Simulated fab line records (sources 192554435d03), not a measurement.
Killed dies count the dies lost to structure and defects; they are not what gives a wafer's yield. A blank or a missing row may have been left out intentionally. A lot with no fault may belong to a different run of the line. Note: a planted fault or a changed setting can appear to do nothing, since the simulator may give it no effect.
Split-lot study / flow n5-finfet / 7 lots, 21 wafers read, on a route of 1938 steps

== ON THE SPLIT ==
At N5_BEOL_M5_EXPOSE_08 (exposes mask M5, target cd 28 nm), the setting dose-mj was moved away from the recipe's 35.75 on 7 of the 21 wafers read, by -5.7% to +5.9%. For the rest of the wafers, this setting stayed at what the recipe calls for.

== FROM THE SPLIT TO THE READING: what the file shows between them, 12 steps ==
- N5_BEOL_M5_PEB_09: peb time 60 s
- N5_BEOL_M5_DEVELOP_10: develop time 30 s
- N5_BEOL_M5_CD_MEAS_11: target cd 27.74 nm
- N5_BEOL_M5_DESCUM_16: chemistry O2, time 7 s
- N5_BEOL_M5_ETCH_72: etches underlayer in N2/H2, target depth 6.5 nm, time 5.2 s
- N5_BEOL_M5_ETCH_61: etches SiARC in CF4, target depth 15.6 nm, time 26 s
- N5_BEOL_M5_ETCH_62: etches SOC in N2/H2, target depth 75 nm, overetch 15 nm, time 112.5 s
- N5_BEOL_M5_STRIP_63: strips in N2/H2
- N5_BEOL_M5_STRIP_73: strips in N2/H2
- N5_BEOL_M5_STRIP_64: strips in CF4
- N5_BEOL_M5_HM_OPEN_17: chemistry Cl2/BCl3, target TiN, target depth 20 nm, overetch 6 nm
- N5_BEOL_M5_STRIP_19: strips in O2

== THE READING ==
cd-nm, in nm, at N5_BEOL_M5_CD_MEAS_18 (pitch 56 nm, target cd 28 nm). Fault-free wafers of this fab line usually give 28.1 nm, standard deviation 0.3 nm.

wafer=L075.2; tool, chamber at the split=euv-scanner-02, 0; dose-mj as run=35.75; against the recipe=recipe; cd-nm, nm=27.9; against lot-mates on the recipe=-
wafer=L075.5; tool, chamber at the split=euv-scanner-02, 0; dose-mj as run=35.75; against the recipe=recipe; cd-nm, nm=27.9; against lot-mates on the recipe=-
wafer=L075.6; tool, chamber at the split=euv-scanner-02, 0; dose-mj as run=37.85; against the recipe=+5.9%; cd-nm, nm=29.2; against lot-mates on the recipe=+1.3
wafer=L081.1; tool, chamber at the split=euv-scanner-01, 0; dose-mj as run=35.75; against the recipe=recipe; cd-nm, nm=28.1; against lot-mates on the recipe=-
wafer=L081.2; tool, chamber at the split=euv-scanner-01, 0; dose-mj as run=35.75; against the recipe=recipe; cd-nm, nm=27.9; against lot-mates on the recipe=-
wafer=L081.5; tool, chamber at the split=euv-scanner-01, 0; dose-mj as run=35.75; against the recipe=recipe; cd-nm, nm=28.0; against lot-mates on the recipe=-
wafer=L086.2; tool, chamber at the split=euv-scanner-01, 0; dose-mj as run=35.75; against the recipe=recipe; cd-nm, nm=27.8; against lot-mates on the recipe=-
wafer=L086.3; tool, chamber at the split=euv-scanner-01, 0; dose-mj as run=35.75; against the recipe=recipe; cd-nm, nm=28.4; against lot-mates on the recipe=-
wafer=L086.6; tool, chamber at the split=euv-scanner-01, 0; dose-mj as run=35.75; against the recipe=recipe; cd-nm, nm=28.1; against lot-mates on the recipe=-
wafer=L084.2; tool, chamber at the split=euv-scanner-02, 0; dose-mj as run=36.6; against the recipe=+2.4%; cd-nm, nm=28.7; against lot-mates on the recipe=+0.6
wafer=L084.3; tool, chamber at the split=euv-scanner-02, 0; dose-mj as run=36.6; against the recipe=+2.4%; cd-nm, nm=29.0; against lot-mates on the recipe=+0.9
wafer=L084.6; tool, chamber at the split=euv-scanner-02, 0; dose-mj as run=35.75; against the recipe=recipe; cd-nm, nm=28.1; against lot-mates on the recipe=-
wafer=L091.2; tool, chamber at the split=euv-scanner-02, 0; dose-mj as run=35.75; against the recipe=recipe; cd-nm, nm=27.9; against lot-mates on the recipe=-
wafer=L091.3; tool, chamber at the split=euv-scanner-02, 0; dose-mj as run=35.75; against the recipe=recipe; cd-nm, nm=28.4; against lot-mates on the recipe=-
wafer=L091.5; tool, chamber at the split=euv-scanner-02, 0; dose-mj as run=35.75; against the recipe=recipe; cd-nm, nm=28.0; against lot-mates on the recipe=-
wafer=L090.2; tool, chamber at the split=euv-scanner-01, 0; dose-mj as run=35.75; against the recipe=recipe; cd-nm, nm=28.1; against lot-mates on the recipe=-
wafer=L090.5; tool, chamber at the split=euv-scanner-01, 0; dose-mj as run=33.72; against the recipe=-5.7%; cd-nm, nm=26.8; against lot-mates on the recipe=-1.3
wafer=L090.6; tool, chamber at the split=euv-scanner-01, 0; dose-mj as run=33.72; against the recipe=-5.7%; cd-nm, nm=26.3; against lot-mates on the recipe=-1.8
wafer=L097.1; tool, chamber at the split=euv-scanner-01, 0; dose-mj as run=34.47; against the recipe=-3.6%; cd-nm, nm=26.9; against lot-mates on the recipe=-1.2
wafer=L097.2; tool, chamber at the split=euv-scanner-01, 0; dose-mj as run=35.75; against the recipe=recipe; cd-nm, nm=28.1; against lot-mates on the recipe=-
wafer=L097.4; tool, chamber at the split=euv-scanner-01, 0; dose-mj as run=34.47; against the recipe=-3.6%; cd-nm, nm=27.1; against lot-mates on the recipe=-1.0

THE FIT
A straight line over all 21 wafers: cd-nm changes by +0.257 nm for each +1% of dose-mj; r = +0.96; the points scatter about the line by 0.21 nm.
The same after taking each lot's own level away (the mean of its wafers on the recipe; 21 wafers): +0.269 nm for each +1%; r = +0.97; scatter 0.19 nm.
According to that fit, moving dose-mj by its largest amount changes the reading by 1.6 nm.
The span of the lots' own levels, 27.90 to 28.10 nm, comes to 0.7 times the standard deviation stated above.
The two slopes are in agreement: the lot-to-lot level therefore moves the slope only a little.
Check: for one of the wafers moved furthest among these (+5.9%), held out of the fit, the line's prediction against its lot-mates is +1.7 nm. Against them it came out at +1.3 nm.

== THE WHOLE CHAIN: every reading that the file lists as answering this split, in the file's order ==
step=N5_BEOL_M5_CD_MEAS_11; what it does=target cd 27.74 nm; reading=cd-nm; change (the file's fit)=+0.194 nm for each +1% of the setting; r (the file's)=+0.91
step=N5_BEOL_M5_DESCUM_16; what it does=chemistry O2, time 7 s; reading=BEOL_M5.cd-nm (the simulator's own value, which no gauge read); change (the file's fit)=+0.209 nm for each +1% of the setting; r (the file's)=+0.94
step=N5_BEOL_M5_ETCH_61; what it does=etches SiARC in CF4, target depth 15.6 nm, time 26 s; reading=BEOL_M5.cd-nm (the simulator's own value, which no gauge read); change (the file's fit)=+0.227 nm for each +1% of the setting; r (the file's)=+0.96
step=N5_BEOL_M5_ETCH_62; what it does=etches SOC in N2/H2, target depth 75 nm, overetch 15 nm, time 112.5 s; reading=BEOL_M5.cd-nm (the simulator's own value, which no gauge read); change (the file's fit)=+0.237 nm for each +1% of the setting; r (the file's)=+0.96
step=N5_BEOL_M5_HM_OPEN_17; what it does=chemistry Cl2/BCl3, target TiN, target depth 20 nm, overetch 6 nm; reading=BEOL_M5.cd-nm (the simulator's own value, which no gauge read); change (the file's fit)=+0.26 nm for each +1% of the setting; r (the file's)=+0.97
step=N5_BEOL_M5_CD_MEAS_18; what it does=pitch 56 nm, target cd 28 nm; reading=cd-nm; change (the file's fit)=+0.254 nm for each +1% of the setting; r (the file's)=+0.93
step=N5_BEOL_M5_ETCH_67; what it does=etches SiARC in CF4, target depth 15.6 nm, time 26 s; reading=BEOL_M5.cd-nm (the simulator's own value, which no gauge read); change (the file's fit)=+0.217 nm for each +1% of the setting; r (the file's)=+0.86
step=N5_BEOL_M5_TRENCH_ETCH_37; what it does=etches SiCOH lowk in C4F6/O2, target depth 71.652 nm, time 24.7 s; reading=BEOL_M5.cd-nm (the simulator's own value, which no gauge read); change (the file's fit)=+0.253 nm for each +1% of the setting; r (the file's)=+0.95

== THE FILE'S OWN FIT ==
cd-nm changes by +0.254 nm for each +1% of dose-mj, r = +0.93.
